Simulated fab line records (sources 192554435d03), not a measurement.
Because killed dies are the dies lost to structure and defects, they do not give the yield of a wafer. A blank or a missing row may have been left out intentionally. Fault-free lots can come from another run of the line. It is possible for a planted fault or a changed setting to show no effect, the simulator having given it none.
Code-filled problem report in 8D (eight disciplines) form :: flow n5-finfet :: the parts of the form that need people (team, actions taken, sign-off) are left out

## 1. WHAT WENT WRONG
At N5_SD_EPI_P_COAT_34, spin-speed-rpm averages 1572.9 rpm over 6 wafers from 2 lots, while fault-free wafers read 1499.8 rpm, standard deviation 0.93. Relative to the usual mean, that is a shift of +79 standard deviations.
The step: time 60 s, resist thk 350 nm.
Earliest sighting: wafer L257.1 on litho-track-02 at day 5 18:17. The record has a number at this step for 18 wafers belonging to 6 lots. Rule for "out" (also "out of limits"): further than 4 standard deviations from the usual mean. All remaining wafers that have a number are taken as sound.

## 2. WHAT IT IS, AND WHAT IT ISN'T
question: which readings at this step
is: spin-speed-rpm
is not: -

question: which lots
is: L257, L260
is not: L248, L255, L262, L270

question: which wafers of those lots
is: all that have a number
is not: -

question: read on which tools
is: litho-track-02
is not: litho-track-03, litho-track-05

question: when
is: from day 5 18:17
is not: up to then (6 sound wafers); but 6 sound wafers of L262, L270 came after

## 3. THE SUSPECTS, EACH WITH WHAT RULES IT OUT
Counting: any tool at a process step up to the reading is kept as a suspect provided that every lot that is out went through it and no sound lot did after the first of them.
- litho-track-02 at N5_SD_EPI_P_COAT_34 (time 60 s, resist thk 350 nm): kept. Every lot that is out went through it, starting with L257 (day 5 18:17), and after that it ran no sound lot; the last sound lot it ran before then is L255 (day 5 08:44). On those wafers its own readings are out: spin-speed-rpm.
Remaining after the count: litho-track-02 at N5_SD_EPI_P_COAT_34.

## 4. THE CAUSE (what the simulator had put in)
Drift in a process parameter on litho-track-02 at N5_SD_EPI_P_COAT_34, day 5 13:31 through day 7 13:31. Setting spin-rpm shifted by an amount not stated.
Counting left only this tool.

## 5. SEQUENCE OF EFFECTS, ordered by route
One row per reading whose mean, taken over the struck wafers that have a number, lies over 3 standard deviations from the usual. Scope: only readings with a usual standard deviation given in the record; hours: median across lots of the time from each lot's start at the first step in this table that gives one to its start at this step; sigmas: change in usual standard deviations.
hours: 0
step: N5_SD_EPI_P_COAT_34
reading: spin-speed-rpm
usual: 1499.8 rpm
on struck wafers: 1572.9
change: +73.1
sigmas: +79
Its process steps:
- N5_SD_EPI_P_COAT_34: time 60 s, resist thk 350 nm.
Later steps that measure or inspect, where all struck wafers having a row at the step show a number for every such reading and not one has moved that far: N5_BEOL_M4_RC_MEAS_101.

## 6. WHAT WOULD HAVE CAUGHT IT SOONER
In this record no reading fell out of limits until day 5 18:17, 5 hours after the fault had begun at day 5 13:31.
